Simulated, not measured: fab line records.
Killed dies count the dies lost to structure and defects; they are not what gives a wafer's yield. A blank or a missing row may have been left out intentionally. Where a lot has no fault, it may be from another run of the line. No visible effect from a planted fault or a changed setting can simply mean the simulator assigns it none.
A lot that was struck, set against a sound lot    flow nandHarc    18 steps out of a route of 1159
Sound: wafers L651.3, L651.5, L651.6. Wafers L655.1, L655.4, L655.5 were the ones struck. The cause is named last.
Per side, at each step with rows, come the tool, then ch with its chambers, and then its first start. Under that, the readings that differ: sound wafers    struck wafers    difference of the means    sigmas: that difference in standard deviations of wafers without a fault.
alike: words and numbers the same on both sides, and readings whose means are apart by under 2 such deviations; not compared: readings that were withheld, readings missing a value for some wafer, numbers with overlapping values and no deviation given by the record, and bounds like >300 which may hide the same value.
Wherever a step has rows on one side only, a row that says differs or no value, or a row with sigmas, the two part there. Non-overlapping numbers with no deviation appear without sigmas and do not part them. A reading missing from all wafers of one side parts the sides only when that side holds two or more wafers.

NHARC_P_GATE_ALD_36: deposits SiNx, target thk 20 nm, pulse time 60 s, ald cycles 223.
  sound on aldSin-02 ch 0,2,3, day 5 18:35; struck on aldSin-03 ch 2,3, day 7 02:30
  alike: heaterPowerW, precursorPulseHeightRel, susceptorTempC
NHARC_P_GATE_ETCHBACK_37: etches the open film in CHF3/O2, target depth 34.5 nm, time 17.2 s.
  sound: rieDiel-13 ch 0,3; struck: rieDiel-13 ch 0,2,3
reading              sound           struck          difference  sigmas
oesProductAu (a.u.)  0.99 1.00 1.00  0.92 0.93 0.92  -0.07       -2
  alike: drypumpMotorCurrentA, rfVppV, showerheadPlenumPTorr, throttleValvePct
  not compared: rfHoursCounterH
NHARC_P_GATE_STRIP_101: strips in O2, time 20 s.
  sound on rieDiel-13 ch 1,2,3, day 6 01:01; struck on rieDiel-13 ch 0,2,3, day 7 12:08
  alike: drypumpMotorCurrentA, oesProductAu, rfVppV, showerheadPlenumPTorr, throttleValvePct
  not compared: rfHoursCounterH
then, 9 steps without rows for these wafers: NHARC_P_GATE_PRECLEAN_97 (cleans in SPM, time 600 s); NHARC_P_GATE_SRD_98; NHARC_P_GATE_PRECLEAN_99 (cleans in SC1); NHARC_P_GATE_SRD_100; NHARC_P_GATE_DEHYDRATE_38 (time 120 s); NHARC_P_GATE_HMDS_39 (time 30 s); NHARC_P_GATE_COAT_40; NHARC_P_GATE_SOFTBAKE_41 (time 95 s); NHARC_P_GATE_EBR_42.
NHARC_P_GATE_EXPOSE_43: exposes mask P NSD, target cd 720 nm.
  sound on krfScanner-01 ch 0, day 6 01:40; struck on krfScanner-01 ch 0, day 7 12:47
reading  sound                    struck                   difference  sigmas
mask     P_NSD#0 P_NSD#0 P_NSD#0  P_PSD#0 P_PSD#0 P_PSD#0  differs     
then, 2 steps without rows for these wafers: NHARC_P_GATE_PEB_44 (peb time 85 s); NHARC_P_GATE_DEVELOP_45 (time 70 s).
NHARC_P_GATE_CD_MEAS_46: target cd 720 nm.
  sound on cdSem-01 ch 0, day 6 01:49; struck on cdSem-02 ch 0, day 7 12:56
reading    sound              struck  difference                     sigmas
cdNm (nm)  721.2 719.1 720.4  - - -   no value on the struck wafers  
then, 1 step without rows for these wafers: NHARC_P_GATE_HARDBAKE_47 (time 80 s).
-- the record jumps here: 14 days lie between the struck wafers' starts before and after (it left off in module P_GATE and takes up again in module END, whose first step shown is number 1159 of the route) --
NHARC_END_SORT_01:
  here the record holds rows for the struck wafers (prober-02 ch 0, day 21 18:14) but none for the sound ones

== WHERE THEY PART ==
First at NHARC_P_GATE_ETCHBACK_37; last, within this record, at NHARC_END_SORT_01.

WHY: what had been put in by the simulator
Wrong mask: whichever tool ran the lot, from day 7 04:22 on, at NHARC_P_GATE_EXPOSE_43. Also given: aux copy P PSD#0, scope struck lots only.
